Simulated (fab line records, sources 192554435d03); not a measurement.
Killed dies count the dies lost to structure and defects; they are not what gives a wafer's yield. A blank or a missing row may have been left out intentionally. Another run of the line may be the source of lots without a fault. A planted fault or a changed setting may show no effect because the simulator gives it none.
Chamber matching :: flow n5-finfet :: N5_HKMG_FIN_ALD_36 on ald-metal-03 has 4 sister chambers
The step deposits TiN, target thk 1 nm, pulse time 1 s, purge time 3 s. 8 wafers are shown with their chamber, then 11 later ones without.

== WAFERS WITH THEIR CHAMBER ==
wafer: L077.5
chamber: 1
heater-power-w (W): 840
precursor-pulse-height-rel: 0.988

wafer: L082.3
chamber: 2
heater-power-w (W): 1058
precursor-pulse-height-rel: 0.996

wafer: L082.5
chamber: 2
heater-power-w (W): 1065
precursor-pulse-height-rel: 0.968

wafer: L083.1
chamber: 1
heater-power-w (W): 859
precursor-pulse-height-rel: 1.022

wafer: L087.5
chamber: 0
heater-power-w (W): 744
precursor-pulse-height-rel: 1.013

wafer: L088.1
chamber: 0
heater-power-w (W): 754
precursor-pulse-height-rel: 1.009

wafer: L088.6
chamber: 3
heater-power-w (W): 653
precursor-pulse-height-rel: 0.985

wafer: L093.1
chamber: 3
heater-power-w (W): 638
precursor-pulse-height-rel: 0.973

== WAFERS WITHOUT THEIR CHAMBER ==
wafer: L093.2
heater-power-w (W): 751
precursor-pulse-height-rel: 0.997

wafer: L093.6
heater-power-w (W): 1062
precursor-pulse-height-rel: 1.036

wafer: L094.1
heater-power-w (W): 738
precursor-pulse-height-rel: 1.030

wafer: L094.2
heater-power-w (W): 1069
precursor-pulse-height-rel: 1.007

wafer: L094.3
heater-power-w (W): 867
precursor-pulse-height-rel: 1.002

wafer: L094.4
heater-power-w (W): 646
precursor-pulse-height-rel: 1.038

wafer: L094.5
heater-power-w (W): 1059
precursor-pulse-height-rel: 0.990

wafer: L094.6
heater-power-w (W): 855
precursor-pulse-height-rel: 0.984

wafer: L095.2
heater-power-w (W): 729
precursor-pulse-height-rel: 0.983

wafer: L095.3
heater-power-w (W): 657
precursor-pulse-height-rel: 0.981

wafer: L095.6
heater-power-w (W): 770
precursor-pulse-height-rel: 0.988

== CHAMBER TAKEN BY EACH ==
wafer: L093.2
from the rows above: 0
in truth: 0

wafer: L093.6
from the rows above: 2
in truth: 2

wafer: L094.1
from the rows above: 0
in truth: 0

wafer: L094.2
from the rows above: 2
in truth: 2

wafer: L094.3
from the rows above: 1
in truth: 1

wafer: L094.4
from the rows above: 3
in truth: 3

wafer: L094.5
from the rows above: 2
in truth: 2

wafer: L094.6
from the rows above: 1
in truth: 1

wafer: L095.2
from the rows above: 0
in truth: 0

wafer: L095.3
from the rows above: 3
in truth: 3

wafer: L095.6
from the rows above: 0
in truth: 0
Correct placement for 11 of the 11. Left unplaced by these rows: 0. 0 placed wrongly.
How it was worked out, from the rows above alone: a wafer's distance from a chamber is the root of the sum, over the readings, of the square of ((its reading less the chamber's mean) divided by the reading's scatter). The wafer belongs to the nearest chamber; if the next one is less than 2 further off, it can't be placed. A chamber's mean is the mean of its shown wafers. The scatter is the square root of a quotient: the sum, over the shown wafers, of each reading's squared deviation from its chamber's mean, divided by wafers minus chambers.
